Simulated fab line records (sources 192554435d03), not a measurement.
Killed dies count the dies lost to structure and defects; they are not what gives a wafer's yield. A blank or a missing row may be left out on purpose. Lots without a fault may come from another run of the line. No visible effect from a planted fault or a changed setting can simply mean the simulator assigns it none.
A struck lot beside a sound one -- flow n5-finfet -- 16 out of 1938 route steps
Sound: the wafers L246.1, L246.5, L246.6. The struck wafers were L237.3, L237.4, L237.5. The cause is given at the end.
Each step with rows lists, per side, the tool, then ch with its chambers, then its first start. Under that, the readings that differ: sound wafers -- struck wafers -- difference of the means -- sigmas: that difference in standard deviations of wafers without a fault.
alike: readings with means less than 2 such deviations apart, plus words and numbers identical on both sides. not compared: withheld readings, readings lacking a value on some wafer, bounds such as >300 that could conceal the same value, and numbers that have no deviation in the record and whose values overlap.
A row with sigmas, a row that says differs or no value, or rows on one side alone: a step with any of these is where the two part. When numbers do not overlap yet have no deviation, they are printed without sigmas and do not part them. A reading that every wafer of one side lacks parts them only if that side has two wafers or more.

first, 4 steps without rows for these wafers: N5_BEOL_M3_HM_STRIP_39 (strips TiN in peroxide tin strip, target depth 25 nm, time 158 s); N5_BEOL_M3_SRD_40 (time 30 s); N5_BEOL_M3_PRECLEAN_42 (cleans in residue remover, time 60 s); N5_BEOL_M3_SRD_43 (time 30 s).
N5_BEOL_M3_CD_MEAS_35: target cd 18 nm, target cd y 21 nm.
  sound on cd-sem-02, day 12 01:25; struck on cd-sem-02, day 9 10:00
  alike: cd-nm
N5_BEOL_M3_DEGAS_44: time 60 s.
  sound on pvd-sputter-03, day 12 01:44; struck on pvd-sputter-03, day 9 10:09
  alike: heater-power-w
N5_BEOL_M3_PRE_CLEAN_45: time 30 s.
  sound on pvd-sputter-03, day 12 01:47; struck on pvd-sputter-03, day 9 10:11
  alike: heater-power-w
N5_BEOL_M3_ALD_84: deposits TaN, pulse time 2 s, purge time 3 s, co reactant purge time 2 s.
  sound on ald-metal-03 ch 0,3, day 12 01:50; struck on ald-metal-02 ch 0,2, day 9 10:16
  alike: heater-power-w
then, 2 steps without rows for these wafers: N5_BEOL_M3_SURFACE_TREAT_85; N5_BEOL_M3_CVD_47 (deposits Co from CCTBA/H2, target thk 3 nm, time 223.8 s).
N5_BEOL_M3_SPUTTER_48: material Cu, target thk 4.5 nm, time 8.29 s.
  sound on pvd-sputter-03, day 12 03:50; struck on pvd-sputter-03, day 9 10:43
  alike: chamber-pressure-pa, chuck-gas-flow-sccm, throttle-valve-pct
then, 1 step without rows for these wafers: N5_BEOL_M3_ANNEAL_49 (time 240 s).
N5_BEOL_M3_SPUTTER_79: material Cu, target thk 4.5 nm, time 8.29 s.
  sound on pvd-sputter-03, day 12 04:04; struck on pvd-sputter-03, day 9 10:56
  no value came back on the struck wafers for chamber-pressure-pa (Pa), chuck-gas-flow-sccm (sccm), throttle-valve-pct (%), time-s (s); on the sound wafers chamber-pressure-pa (Pa) reads 0.07008 0.06999 0.07
N5_BEOL_M3_ANNEAL_80: time 240 s.
  sound on pvd-sputter-03, day 12 04:08; struck on pvd-sputter-03, day 9 11:01
  alike: heater-power-w
N5_BEOL_M4_RC_MEAS_101:
  sound on prober-01 ch 0, day 12 16:29; struck on prober-01 ch 0, day 10 02:50
reading,sound,struck,difference,sigmas
SS_P (mV/dec),72.5 72.8 72.8,74.3 74.0 74.4,+1.5,+2
  alike: DIBL_N, DIBL_P, IOFF_N, IOFF_P, ION_N, ION_P, SS_N, VT_N, VT_P
-- a jump in the record: the struck wafers' starts before and after are 4 days apart (it breaks off in module BEOL_M4 and resumes in module PASSIVATION, where the first step shown is number 1936 of the route) --
N5_PASSIVATION_PROBE_49:
  sound on prober-01, day 16 20:52; struck on prober-02, day 14 13:52
reading,sound,struck,difference,sigmas
killed-at-front-end,47 37 16,44 81 62,+29,+2
  alike: defect-limited-yield, killed_at_M0_to_M3, killed_at_M4_up, killed-at-contacts, killed-at-other, killed-dies, killed-open, killed-short, sort_bin_5_function, sort_bin_6_memory, sort-n-pass, sort-yield-pct

## WHERE THEY PART
Last at N5_PASSIVATION_PROBE_49 as far as this record goes, first at N5_BEOL_M3_SPUTTER_79.

WHY: what had been put in by the simulator
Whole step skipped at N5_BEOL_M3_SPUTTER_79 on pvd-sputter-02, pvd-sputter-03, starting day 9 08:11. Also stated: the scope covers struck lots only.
